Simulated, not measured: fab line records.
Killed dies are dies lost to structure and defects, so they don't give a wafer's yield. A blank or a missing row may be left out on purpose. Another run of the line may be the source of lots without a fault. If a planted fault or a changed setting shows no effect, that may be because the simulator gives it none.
A struck lot beside a sound one / flow n5 finfet / 15 out of 1938 route steps
Sound: the wafers L934.3, L934.4, L934.6. Struck: wafer L941.6. (L941.4 of the same lot was not struck and is left out.) The cause comes at the end.
For every step that has rows: the tool of each side, followed by ch and its chambers, followed by its first start. Under that, the readings that differ: sound wafers / struck wafers / difference of the means / sigmas: that difference in standard deviations of wafers without a fault.
alike: readings with means less than 2 such deviations apart, plus words and numbers identical on both sides. not compared: withheld readings, readings lacking a value on some wafer, bounds such as >300 that could conceal the same value, and numbers that have no deviation in the record and whose values overlap.
The two part at a step that has a row with sigmas, a row that says differs or no value, or rows on one side only. Numbers that have no deviation but don't overlap get no sigmas and don't part them. A reading missing from all wafers of one side parts the sides only when that side holds two or more wafers.

N5_BEOL_M11_STRIP_77: strips in N2/H2, time 10 s.
  sound on rie diel-02 ch 1,2; struck on rie diel-03 ch 1
reading=rf vpp V (V); sound=58.2 57.9 59.9; struck=60.9; difference=+2.2; sigmas=+3
reading=showerhead plenum p Torr (Torr); sound=2.40 2.48 2.40; struck=2.61; difference=+0.18; sigmas=+2
  alike: drypump motor current A, n2 flow sccm, oes product au, throttle valve pct
  not compared: rf hours counter h
N5_BEOL_M11_OCD_MEAS_38:
  sound on ocd-02, day 12 17:02; struck on ocd-02, day 14 16:06
  alike: trench depth nm
then, 4 steps without rows for these wafers: N5_BEOL_M11_HM_STRIP_39 (strips TiN in peroxide tin strip, target depth 25 nm, time 158 s); N5_BEOL_M11_SRD_40 (time 30 s); N5_BEOL_M11_PRECLEAN_42 (cleans in residue remover, time 60 s); N5_BEOL_M11_SRD_43 (time 30 s).
N5_BEOL_M11_CD_MEAS_35: target cd 70 nm.
  sound on cd sem-01, day 12 17:12; struck on cd sem-03, day 14 16:16
  alike: cd nm
N5_BEOL_M11_CURE_72: cures SiCOH lowk, time 120 s.
  sound on uv cure-02 ch 2, day 12 17:46; struck on uv cure-02 ch 2, day 14 16:54
reading=lamp power pct (%); sound=52.27 52.32 52.41; struck=52.16; difference=-0.17; sigmas=-3
  alike: wafer_temp_C_max
N5_BEOL_M11_DEGAS_44: time 60 s.
  sound on pvd sputter-02, day 12 18:14; struck on pvd sputter-03, day 14 17:31
  alike: heater power w
then, 2 steps without rows for these wafers: N5_BEOL_M11_PRE_CLEAN_45 (time 30 s); N5_BEOL_M11_ALD_74 (deposits TaN, target thk 2 nm, pulse time 2 s, purge time 3 s).
N5_BEOL_M11_SURFACE_TREAT_76:
  sound on pvd sputter-02, day 12 18:41; struck on pvd sputter-03, day 14 19:36
reading=ar flow sccm (sccm); sound=29.72 30.04 30.00; struck=30.13; difference=+0.21; sigmas=+2
  not compared: throttle valve pct
N5_BEOL_M11_CVD_75: deposits Co from CCTBA/H2, target thk 2 nm, time 138.9 s.
  sound on cvd co-02 ch 0,1, day 12 18:52; struck on cvd co-02 ch 2, day 14 19:43
reading=run length s (s); sound=162.2 161.8 162.7; struck=251.6; difference=+89.4; sigmas=+99 or more
  alike: chamber pressure Torr
N5_BEOL_M11_SPUTTER_48: material Cu, target thk 12 nm, time 2 s.
  sound on pvd sputter-02, day 12 19:05; struck on pvd sputter-01, day 14 19:52
  alike: throttle valve pct
N5_PASSIVATION_PROBE_49:
  sound on prober-02, day 14 13:56; struck on prober-02, day 16 09:53
  alike: defect limited yield, killed_at_M0_to_M3, killed_at_M4_up, killed at contacts, killed at front end, killed at other, killed dies, killed open, killed short, sort_bin_5_function, sort_bin_6_memory, sort n pass, sort yield pct

## WHERE THEY PART
First at N5_BEOL_M11_STRIP_77; last, within this record, at N5_BEOL_M11_CVD_75. Later steps at which nothing parts them and some readings are alike: N5_BEOL_M11_SPUTTER_48, N5_PASSIVATION_PROBE_49.

WHY: the cause the simulator had injected
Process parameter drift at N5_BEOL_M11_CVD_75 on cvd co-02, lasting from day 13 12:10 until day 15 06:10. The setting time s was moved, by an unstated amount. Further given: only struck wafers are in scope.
